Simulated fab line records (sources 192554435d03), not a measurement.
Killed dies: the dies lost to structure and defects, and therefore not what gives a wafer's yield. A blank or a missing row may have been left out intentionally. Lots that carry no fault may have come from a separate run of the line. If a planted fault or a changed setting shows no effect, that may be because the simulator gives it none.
Matching of chambers -- flow n5Finfet -- N5_BEOL_M0_SAQP_ETCH_107 on rieDiel-06: 4 sister chambers
The step etches SiNx in CH3F/O2, target depth 30 nm. 14 wafers are shown with their chamber, then 7 later ones without.

== WAFERS WITH THEIR CHAMBER ==
wafer,chamber,oesProductAu (a.u.),oes_f_703_au (a.u.),rfVppV (V)
L083.1,0,0.70,0.72,293
L083.3,1,0.90,0.92,295
L083.4,3,0.77,0.80,283
L086.3,0,0.69,0.72,293
L086.4,1,0.90,0.91,292
L086.6,3,0.77,0.79,282
L088.3,2,0.67,0.65,306
L088.4,1,0.89,0.90,294
L088.5,2,0.67,0.65,307
L091.1,0,0.69,0.71,294
L091.5,3,0.76,0.79,283
L091.6,1,0.88,0.89,292
L092.1,0,0.69,0.71,293
L092.3,1,0.88,0.89,293

SIGNATURES (averages over the wafers above)
reading,chamber 0,chamber 1,chamber 2,chamber 3,scatter within a chamber
oesProductAu,0.6925,0.8900,0.6700,0.7667,0.00736
oes_f_703_au,0.7150,0.9020,0.6500,0.7933,0.0092
rfVppV,293.25,293.20,306.50,282.67,0.934
Rule: a wafer's distance from a chamber is the root of the sum, over the readings, of the square of ((its reading less the chamber's mean) divided by the reading's scatter). The wafer belongs to the nearest chamber; if the next one is less than 2 further off, it can't be placed. The scatter: take each reading less its chamber's mean, square it, sum over the shown wafers, divide by the number of wafers less the number of chambers, and take the root.

== WAFERS MISSING THEIR CHAMBER ==
wafer,oesProductAu (a.u.),oes_f_703_au (a.u.),rfVppV (V)
L092.4,0.69,0.70,292
L093.2,0.76,0.78,283
L093.4,0.96,0.91,306
L093.6,0.69,0.70,293
L094.2,0.86,0.88,291
L094.3,0.69,0.70,294
L094.5,0.76,0.78,282

== WHICH CHAMBER EACH WENT THROUGH ==
wafer,from the rows above,in truth
L092.4,0,0
L093.2,3,3
L093.4,1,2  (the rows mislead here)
L093.6,0,0
L094.2,1,1
L094.3,0,0
L094.5,3,3
6 of 7 placed correctly. Number that these rows cannot place: 0. Number placed wrongly: 1.
